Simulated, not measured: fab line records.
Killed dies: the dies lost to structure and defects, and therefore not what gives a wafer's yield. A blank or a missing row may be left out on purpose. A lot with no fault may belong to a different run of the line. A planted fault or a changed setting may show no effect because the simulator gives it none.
fab line records	flow n5Finfet
record lots=5	wafers=15	lastDay=17
route steps=1938 shown BEOL_M7@1293 PASSIVATION@1936
lots with no fault: from the same line, run without faults
startH: hours from the record's opening day to when the first of the lot's shown wafers began	waitH: time in hours since the lot's previous step	" as in the row above	L1.1+2: a row that stands for several wafers	- either no value or no given start	* or withheld: withheld	< > ~ a bound
route shown NAME@n: names a module that has steps shown in the file, with the first one's number in the route	usual: mean/standard deviation of fault-free wafers	same: alike in all rows	chamber/n: place in a boat	sites: the reading at each site	_std_site: how widely they spread, as a standard deviation	_edge_site: inner sites' mean taken away from outer sites' mean	radiusMm: how far each site lies from the wafer's centre	mask NAME#n: copy n	behind: the most recent tool/chamber to have shaped the wafer	hold: what put the lot on hold/how long, in hours/how the hold closed	device: transistor that didn't switch, given as n, p or np	end of line: the route-end tests of the same wafers	where a step has no rows: the recipe by itself	killed: at the first sort, the dies lost to defects and structure; wafer yield is something else	map: shows each die of a wafer: x if killed, . if not, _ if none is there
set.NAME: the setting the step ran with; set.NAME@STEP: the setting that earlier step ran with	model.NAME: the simulator's own value behind a step, which no gauge read
lots seen at some steps along the route; tables by step, rows by wafer
services: when a tool's chamber went out of use (startH, in hours from the record's first day, below 0 if earlier), for how many hours, and the reason
## steps
# step N5_BEOL_M7_EXPOSE_25
# recipe maskId=V6	na=0.33	sourceShape=annular	sigmaInner=0.4	sigmaOuter=0.8	polarization=unpolarized	targetCdNm=40	doseMj=42.5
# step N5_BEOL_M7_PEB_26
# recipe pebTempC=100	pebTimeS=60	resist=CAR-EUV
# step N5_BEOL_M7_DEVELOP_27
# recipe developTimeS=30	developer=TMAH	resist=CAR-EUV	rinseLiquid=surfactantRinse	dry=airSpin	devTempC=23
# step N5_BEOL_M7_CD_MEAS_28
# recipe targetCdNm=40	landingEnergyEv=500	detector=seInlens
# usual cdNm=39.96/0.22
# same landingEnergyEv=500
lot.wafer	tool	chamber	startH	waitH	cdNm
L439.3	cdSem-01	0	206.29	-	40.20
L439.5	"	0	"	"	40.03
L439.6	"	0	"	"	40.16
L441.2	cdSem-03	0	215.86	-	40.36
L441.3	"	0	"	"	39.76
L441.5	"	0	"	"	39.74
L453.3	cdSem-02	0	306.24	-	39.75
L453.5	"	0	"	"	39.80
L453.6	"	0	"	"	39.77
L456.1	cdSem-01	0	333.94	-	40.12
L456.2	"	0	"	"	40.20
L456.3	"	0	"	"	40.02
L457.2	cdSem-02	0	337.49	-	39.77
L457.4	"	0	"	"	40.32
L457.5	"	0	"	"	39.85
# step N5_BEOL_M7_OVL_MEAS_29
# recipe pointsPerWafer=522
# usual V6_OVL=-0.6/0.61
lot.wafer	tool	chamber	startH	waitH	V6_OVL[nm]
L439.3	overlay-02	0	206.33	0.0	-1.7
L439.5	"	0	"	"	-0.8
L439.6	"	0	"	"	-1.0
L441.2	overlay-01	0	215.89	0.0	0.0
L441.3	"	0	"	"	0.9
L441.5	"	0	"	"	0.7
L453.3	overlay-01	0	306.28	0.0	0.1
L453.5	"	0	"	"	-0.3
L453.6	"	0	"	"	-1.2
L456.1	overlay-01	0	333.97	0.0	-0.6
L456.2	"	0	"	"	0.1
L456.3	"	0	"	"	0.8
L457.2	overlay-01	0	337.53	0.0	-1.6
L457.4	"	0	"	"	-0.7
L457.5	"	0	"	"	-0.5
# step N5_BEOL_M7_INSPECT_30
# recipe mode=adi	inspectInstrument=brightfield
# usual rawDefectCount=398/94
lot.wafer	tool	chamber	startH	waitH	rawDefectCount
L439.3	defectInspect-01	-	206.38	0.0	593
L439.5	"	-	"	"	562
L439.6	"	-	"	"	449
L441.2	defectInspect-01	-	215.94	0.0	422
L441.3	"	-	"	"	508
L441.5	"	-	"	"	451
L453.3	defectInspect-01	-	306.33	0.0	379
L453.5	"	-	"	"	271
L453.6	"	-	"	"	302
L456.1	defectInspect-02	-	334.03	0.1	517
L456.2	"	-	"	"	265
L456.3	"	-	"	"	493
L457.2	defectInspect-01	-	337.58	0.0	753
L457.4	"	-	"	"	618
L457.5	"	-	"	"	493
# step N5_BEOL_M7_DESCUM_33
# recipe chemistry=O2	timeS=7	sourcePowerW=50	biasPowerW=20	pressureMtorr=20	rfFrequencyHz=2.712e+07	tempC=40	resist=CAR-EUV	o2FlowSccm=225
# usual drypumpMotorCurrentA=5.5/0.36	oesProductAu=0.80/0.085	rfVppV=243.4/1.5	showerheadPlenumPTorr=2.11/0.07	throttleValvePct=20.54/0.16
lot.wafer	tool	chamber	startH	waitH	drypumpMotorCurrentA	oesProductAu	rfHoursCounterH	rfVppV	showerheadPlenumPTorr	throttleValvePct
L439.3	rieDiel-04	0	206.72	0.3	5.4	0.73	199	245.6	2.19	20.39
L439.5	"	0	"	"	5.4	0.73	-	244.5	2.19	20.38
L439.6	"	3	"	"	5.3	0.67	-	243.7	2.05	20.67
L441.2	rieDiel-05	0	215.98	0.0	5.0	0.97	4	244.3	2.15	20.70
L441.3	"	3	"	"	5.3	0.73	188	241.5	1.99	20.35
L441.5	"	3	"	"	5.3	0.74	-	240.7	1.99	20.37
L453.3	rieDiel-04	0	306.36	0.0	5.5	0.70	229	243.7	2.18	20.46
L453.5	"	2	"	"	5.0	0.84	-	242.7	2.12	20.52
L453.6	"	3	"	"	5.4	0.92	-	243.7	2.04	20.34
L456.1	rieDiel-02	3	334.25	0.2	5.7	0.85	54	245.3	2.20	20.25
L456.2	"	0	"	"	5.5	0.75	149	243.3	2.10	20.63
L456.3	"	1	"	"	6.1	0.83	88	244.7	2.09	20.69
L457.2	rieDiel-02	2	337.97	0.4	5.7	0.72	202	243.8	2.17	20.55
L457.4	"	3	"	"	5.7	0.85	56	247.0	2.20	20.27
L457.5	"	1	"	"	6.1	0.83	-	243.6	2.09	20.69
# step N5_BEOL_M7_ETCH_72
# recipe chemistry=N2/H2	target=underlayer	targetDepthA=65	maskMaterial=CAR-EUV	timeS=5.2	ionEnergyEv=200	pressureMtorr=30	sourceW=840	biasW=150	n2FlowSccm=200	h2FlowSccm=200	ends=cleared
# usual biasW=150.1/0.43	drypumpMotorCurrentA=5.5/0.36	etchRfOnTimeS=5.19/0.12	h2FlowSccm=200.0/0.64	n2FlowSccm=200.0/0.57	oesProductAu=0.68/0.074	rfVppV=524.3/2.7	showerheadPlenumPTorr=2.57/0.089	throttleValvePct=18.00/0.19
lot.wafer	tool	chamber	startH	waitH	biasW	drypumpMotorCurrentA	etchRfOnTimeS	h2FlowSccm	n2FlowSccm	oesProductAu	rfHoursCounterH	rfVppV	showerheadPlenumPTorr	throttleValvePct
L439.3	rieDiel-04	0	206.75	0.0	149.7	5.5	5.19	198.7	200.0	0.62	199	525.2	2.64	17.73
L439.5	"	0	"	"	149.8	5.5	5.20	199.4	200.4	0.62	-	524.5	2.64	17.76
L439.6	"	3	"	"	150.1	5.4	5.24	199.5	199.2	0.57	-	523.2	2.52	18.28
L441.2	rieDiel-05	0	216.01	0.0	150.1	5.0	5.09	200.2	200.9	0.82	4	526.8	2.63	18.32
L441.3	"	3	"	"	150.0	5.4	5.26	200.9	198.7	0.63	188	519.4	2.41	17.76
L441.5	"	3	"	"	149.8	5.4	5.23	199.6	199.0	0.62	-	520.6	2.41	17.76
L453.3	rieDiel-04	0	306.40	0.0	149.9	5.5	5.20	200.6	199.5	0.60	229	526.4	2.62	17.76
L453.5	"	2	"	"	150.3	5.0	5.15	200.3	200.0	0.73	-	526.8	2.58	17.88
L453.6	"	3	"	"	150.1	5.4	5.25	200.5	200.5	0.79	-	522.1	2.51	17.90
L456.1	rieDiel-02	3	334.28	0.0	150.4	5.7	5.07	199.6	199.3	0.74	54	527.7	2.70	17.76
L456.2	"	0	"	"	150.6	5.5	5.27	200.3	199.2	0.64	149	525.1	2.56	18.11
L456.3	"	1	"	"	149.9	6.0	5.12	199.6	200.2	0.69	88	524.0	2.57	18.21
L457.2	rieDiel-02	2	338.00	0.0	149.4	5.7	5.11	200.4	199.4	0.60	202	526.9	2.63	17.96
L457.4	"	3	"	"	149.8	5.8	5.11	201.0	200.1	0.73	56	530.3	2.70	17.76
L457.5	"	1	"	"	151.0	6.1	5.19	199.3	199.6	0.69	-	524.1	2.57	18.23
# step N5_BEOL_M7_ETCH_65
# recipe chemistry=CF4	target=SiARC	targetDepthA=156	maskMaterial=CAR-EUV	timeS=26	ionEnergyEv=80	pressureMtorr=40	sourceW=545	biasW=36	Ar_flow_sccm=100	cf4FlowSccm=100	ends=cleared
# usual biasW=36.00/0.1	drypumpMotorCurrentA=5.5/0.36	etchRfOnTimeS=25.9/0.55	oesProductAu=0.68/0.073	rfVppV=184.3/1.2	showerheadPlenumPTorr=2.16/0.072	throttleValvePct=15.72/0.11
lot.wafer	tool	chamber	startH	waitH	biasW	drypumpMotorCurrentA	etchRfOnTimeS	oesProductAu	rfHoursCounterH	rfVppV	showerheadPlenumPTorr	throttleValvePct
L439.3	rieDiel-04	0	206.77	0.0	35.89	5.5	25.9	0.63	199	185.1	2.23	15.55
L439.5	"	0	"	"	35.94	5.5	25.9	0.63	-	185.1	2.23	15.56
L439.6	"	3	"	"	35.99	5.3	26.1	0.58	-	183.0	2.10	15.97
L441.2	rieDiel-05	0	216.03	0.0	35.88	4.9	25.6	0.83	4	185.5	2.19	15.67
L441.3	"	3	"	"	36.02	5.3	26.2	0.63	188	183.8	2.07	15.75
L441.5	"	3	"	"	36.10	5.3	26.2	0.62	-	183.5	2.07	15.73
L453.3	rieDiel-04	0	306.41	0.0	36.08	5.4	26.0	0.61	229	183.7	2.21	15.63
L453.5	"	2	"	"	36.03	5.0	25.3	0.73	-	185.0	2.18	15.71
L453.6	"	3	"	"	36.02	5.3	26.0	0.79	-	184.1	2.10	15.51
L456.1	rieDiel-02	3	334.30	0.0	36.24	5.7	25.1	0.74	54	185.3	2.28	15.59
L456.2	"	0	"	"	36.09	5.6	26.2	0.64	149	183.2	2.16	15.84
L456.3	"	1	"	"	36.22	6.0	25.5	0.71	88	182.6	2.16	15.91
L457.2	rieDiel-02	2	338.02	0.0	35.85	5.7	25.5	0.62	202	185.2	2.21	15.72
L457.4	"	3	"	"	35.89	5.7	25.3	0.74	56	185.3	2.28	15.60
L457.5	"	1	"	"	35.95	6.0	25.5	0.70	-	183.5	2.16	15.90
# step N5_BEOL_M7_ETCH_66
# recipe chemistry=N2/H2	target=SOC	targetDepthA=800	overetchA=160	maskMaterial=SiARC	tempC=40	timeS=120	ionEnergyEv=200	pressureMtorr=30	sourceW=840	biasW=150	n2FlowSccm=200	h2FlowSccm=200
# usual biasW=150.0/0.48	drypumpMotorCurrentA=5.5/0.36	h2FlowSccm=200.0/0.64	n2FlowSccm=199.9/0.64	oesProductAu=0.61/0.061	rfVppV=524.4/2.5	runLengthS=143.4/0.43	showerheadPlenumPTorr=2.57/0.089	throttleValvePct=17.95/0.19
lot.wafer	tool	chamber	startH	waitH	biasW	drypumpMotorCurrentA	h2FlowSccm	n2FlowSccm	oesProductAu	rfHoursCounterH	rfVppV	runLengthS	showerheadPlenumPTorr	throttleValvePct
L439.3	rieDiel-04	0	206.80	0.0	150.4	5.5	200.7	199.9	0.56	199	526.4	143.4	2.64	17.69
L439.5	"	0	"	"	150.7	5.5	201.0	200.6	0.57	-	527.0	143.5	2.64	17.66
L439.6	"	3	"	"	150.4	5.4	200.4	200.5	0.52	-	522.6	143.4	2.52	18.26
L441.2	rieDiel-05	0	216.06	0.0	150.8	5.0	199.9	200.4	0.73	4	525.9	143.2	2.63	18.26
L441.3	"	3	"	"	149.7	5.4	201.2	200.0	0.56	188	520.1	143.5	2.41	17.72
L441.5	"	3	"	"	150.3	5.3	199.6	200.0	0.57	-	521.9	143.3	2.41	17.74
L453.3	rieDiel-04	0	306.44	0.0	150.4	5.5	200.1	199.4	0.55	229	525.1	143.4	2.62	17.74
L453.5	"	2	"	"	149.9	5.0	200.1	200.3	0.64	-	524.3	143.3	2.58	17.85
L453.6	"	3	"	"	149.7	5.4	200.3	200.0	0.72	-	522.3	143.7	2.51	17.87
L456.1	rieDiel-02	3	334.33	0.0	149.7	5.7	199.5	198.6	0.66	54	527.5	142.7	2.70	17.72
L456.2	"	0	"	"	150.1	5.6	199.4	200.5	0.58	149	525.3	143.5	2.56	18.07
L456.3	"	1	"	"	150.4	6.1	198.9	200.2	0.62	88	524.3	143.8	2.57	18.18
L457.2	rieDiel-02	2	338.05	0.0	150.5	5.7	200.0	199.8	0.54	202	526.1	143.1	2.63	17.93
L457.4	"	3	"	"	149.6	5.7	200.6	199.7	0.65	56	526.6	142.7	2.70	17.72
L457.5	"	1	"	"	150.3	6.1	200.2	199.4	0.63	-	524.7	143.7	2.57	18.19
# step N5_BEOL_M7_STRIP_69
# recipe chemistry=N2/H2	tempC=40	n2FlowSccm=200	h2FlowSccm=200	rfFrequencyHz=6e+07
# step N5_BEOL_M7_STRIP_73
# recipe chemistry=N2/H2	tempC=40	n2FlowSccm=200	h2FlowSccm=200	rfFrequencyHz=6e+07
# step N5_BEOL_M7_VIA_ETCH_34
# recipe chemistry=C4F6/O2	target=SiCOH_lowk	targetDepthA=1255	maskMaterial=SOC	taperDeg=4	timeS=50.5	ionEnergyEv=250	pressureMtorr=30	sourceW=345	biasW=185	Ar_flow_sccm=300	C4F6_flow_sccm=10	O2_flow_sccm=10
# usual biasW=185.0/0.64	drypumpMotorCurrentA=5.5/0.36	oesProductAu=0.80/0.086	rfVppV=670/17	runLengthS=73.9/0.4	showerheadPlenumPTorr=2.88/0.098	throttleValvePct=21.05/0.15
lot.wafer	tool	chamber	startH	waitH	biasW	drypumpMotorCurrentA	oesProductAu	rfHoursCounterH	rfVppV	runLengthS	showerheadPlenumPTorr	throttleValvePct	model.etch.depthNm
L439.3	rieDiel-04	0	206.90	0.0	184.7	5.5	0.73	199	687	73.9	2.95	20.76	125
L439.5	"	0	"	"	184.4	5.4	0.73	-	687	74.1	2.95	20.76	124.4
L439.6	"	3	"	"	185.5	5.3	0.67	-	676	74.1	2.79	21.13	122.9
L441.2	rieDiel-05	0	216.16	0.0	184.6	5.0	0.97	4	682	73.7	2.93	21.22	129.3
L441.3	"	3	"	"	184.8	5.3	0.74	188	668	73.9	2.75	21.05	125.2
L441.5	"	3	"	"	185.5	5.3	0.73	-	669	73.8	2.75	21.02	123.7
L453.3	rieDiel-04	0	306.54	0.0	186.0	5.5	0.71	229	686	74.1	2.94	20.81	125.6
L453.5	"	2	"	"	-	5.0	0.87	-	683	71.4	2.91	21.14	122.9
L453.6	"	3	"	"	185.9	5.3	0.94	-	678	73.8	2.78	20.83	124.9
L456.1	rieDiel-02	3	334.43	0.0	184.5	5.7	0.86	54	657	73.0	3.03	20.96	127.2
L456.2	"	0	"	"	184.4	5.5	0.74	149	660	74.6	2.87	21.17	124.3
L456.3	"	1	"	"	185.2	6.1	0.83	88	665	74.4	2.88	21.35	127.5
L457.2	rieDiel-02	2	338.15	0.0	185.5	5.7	0.72	202	695	73.9	2.94	21.00	127.3
L457.4	"	3	"	"	185.0	5.7	0.86	56	658	73.3	3.03	20.98	127.7
L457.5	"	1	"	"	186.0	6.1	0.83	-	666	74.1	2.88	21.35	127.6
# step N5_BEOL_M7_STRIP_76
# recipe chemistry=C4F6/O2	resist=SiARC	rfFrequencyHz=6e+07
# step N5_PASSIVATION_PROBE_49
# usual defectLimitedYield=91.0/1.3	killed_at_M0_to_M3=33/10	killed_at_M4_up=14/5.6	killedAtContacts=12/5.8	killedAtFrontEnd=43/11	killedAtOther=4.1/2.8	killedDies=106/15	killedOpen=70/12	killedShort=34/7.5	sort_bin_4_leakage=0.00/0.0099	sort_bin_5_function=5.3/0.88	sort_bin_6_memory=3.3/0.64	sort_bin_8_speed=0.00/0.016	sortNPass=1074/15	sortYieldPct=91.0/1.3
# same grossDies=1180	killedAtBackSide=0
lot.wafer	tool	chamber	startH	waitH	defectLimitedYield[%]	killed_at_M0_to_M3	killed_at_M4_up	killedAtContacts	killedAtFrontEnd	killedAtOther	killedDies	killedOpen	killedShort	sort_bin_4_leakage[%]	sort_bin_5_function[%]	sort_bin_6_memory[%]	sort_bin_8_speed[%]	sortNPass	sortYieldPct[%]
L439.3	prober-01	-	292.30	0.1	91.8	38	10	9	39	1	97	66	29	0	4.6	3.0	0	1083	91.8
L439.5	prober-01	-	292.40	0.2	91.4	23	12	8	55	4	102	69	31	0	5.5	3.0	0	1078	91.4
L439.6	prober-01	-	292.45	0.3	91.8	26	16	17	33	5	97	59	35	0	4.9	3.1	0	1083	91.8
L457.2	prober-02	-	416.23	0.1	93.3	27	12	8	27	5	79	54	24	0	4.6	2.0	0	1101	93.3
L457.4	prober-02	-	416.33	0.2	90.6	25	24	12	41	9	111	70	41	0	5.7	3.4	0	1069	90.6
L457.5	prober-02	-	416.38	0.2	89.1	42	18	18	39	12	129	87	41	0	6.9	3.8	0	1051	89.1
# killed by level:class
L439.3 STI_FIN_REVEAL:geometricParticle:open=10 BEOL_M3:geometricParticle:open=10 BEOL_M2:geometricParticle:open=9 GATE_CUT:geometricParticle:short=6 MOL_CONTACT_COAG:geometricParticle:open=6 BEOL_M0_SAQP:geometricParticle:open=6 DUMMY_GATE:geometricParticle:open=5 FIN_SAQP:geometricParticle:open=4
L439.5 FIN_SAQP:geometricParticle:open=19 STI_FIN_REVEAL:geometricParticle:open=10 FIN_SAQP:geometricParticle:short=8 MOL_CONTACT_COAG:geometricParticle:open=7 BEOL_M2:geometricParticle:open=5 BEOL_M4:geometricParticle:open=5 BEOL_M3:geometricParticle:open=4 STARTING-WAFER:geometricParticle:open=3
L439.6 MOL_CONTACT_COAG:geometricParticle:open=14 FIN_SAQP:geometricParticle:short=11 DUMMY_GATE:geometricParticle:open=10 BEOL_M4:geometricParticle:open=7 BEOL_M0_SAQP:geometricParticle:short=5 BEOL_M2:geometricParticle:open=5 BEOL_M8:geometricParticle:open=4 BEOL_M0_SAQP:geometricParticle:open=4
L457.2 MOL_CONTACT_COAG:geometricParticle:open=7 FIN_SAQP:geometricParticle:open=6 BEOL_M0_SAQP:geometricParticle:short=6 BEOL_M8:geometricParticle:open=6 FIN_SAQP:geometricParticle:short=5 BEOL_M0_SAQP:geometricParticle:open=5 BEOL_M2:geometricParticle:open=5 BEOL_M3:geometricParticle:open=4
L457.4 BEOL_M4:geometricParticle:open=15 FIN_SAQP:geometricParticle:short=13 FIN_SAQP:geometricParticle:open=13 MOL_CONTACT_COAG:geometricParticle:open=10 BEOL_M0_SAQP:geometricParticle:open=6 MIM_TOP:geometricParticle:short=6 BEOL_M0_SAQP:geometricParticle:short=5 BEOL_M2:geometricParticle:open=5
L457.5 STI_FIN_REVEAL:geometricParticle:open=15 MOL_CONTACT_COAG:geometricParticle:open=14 BEOL_M0_SAQP:geometricParticle:open=13 BEOL_M0_SAQP:geometricParticle:short=11 BEOL_M4:geometricParticle:open=11 FIN_SAQP:geometricParticle:short=10 BEOL_M2:geometricParticle:open=8 BEOL_M1:geometricParticle:open=6
## services
tool	chamber	startH	hours	kind
rieDiel-05	1	213.02	4.7	repair
rieDiel-04	1	214.95	6.7	repair
rieDiel-04	1	222.61	13.5	repair
rieDiel-05	1	230.47	5.5	repair
rieDiel-02	1	230.65	2.4	repair
rieDiel-04	3	248.14	-	clean
rieDiel-04	3	248.14	-	consumableReplace:focusRing
rieDiel-04	3	248.14	17.8	scheduledDown
rieDiel-04	3	248.14	17.8	ventCycle
rieDiel-05	3	263.47	13.5	repair
rieDiel-02	3	294.20	9.6	repair
rieDiel-04	3	330.35	22.4	repair
## key
firstSign step=N5_BEOL_M7_VIA_ETCH_34	reading=runLengthS	direction=down	sigmas=6.2	usual=*	struck=*
effect none on later readings
modelEffect step=N5_BEOL_M7_VIA_ETCH_34	value=etch.depthNm	without=129.5	struck=122.9
metAt N5_BEOL_M7_VIA_ETCH_34
struckWafers L453.5
fault kind=processParameterDrift	tool=rieDiel-04	chamber=2	onsetH=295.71	steps=N5_BEOL_M7_VIA_ETCH_34	channel=timeS	offset=*	shape=step	endH=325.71	actsIn=*	stated=*
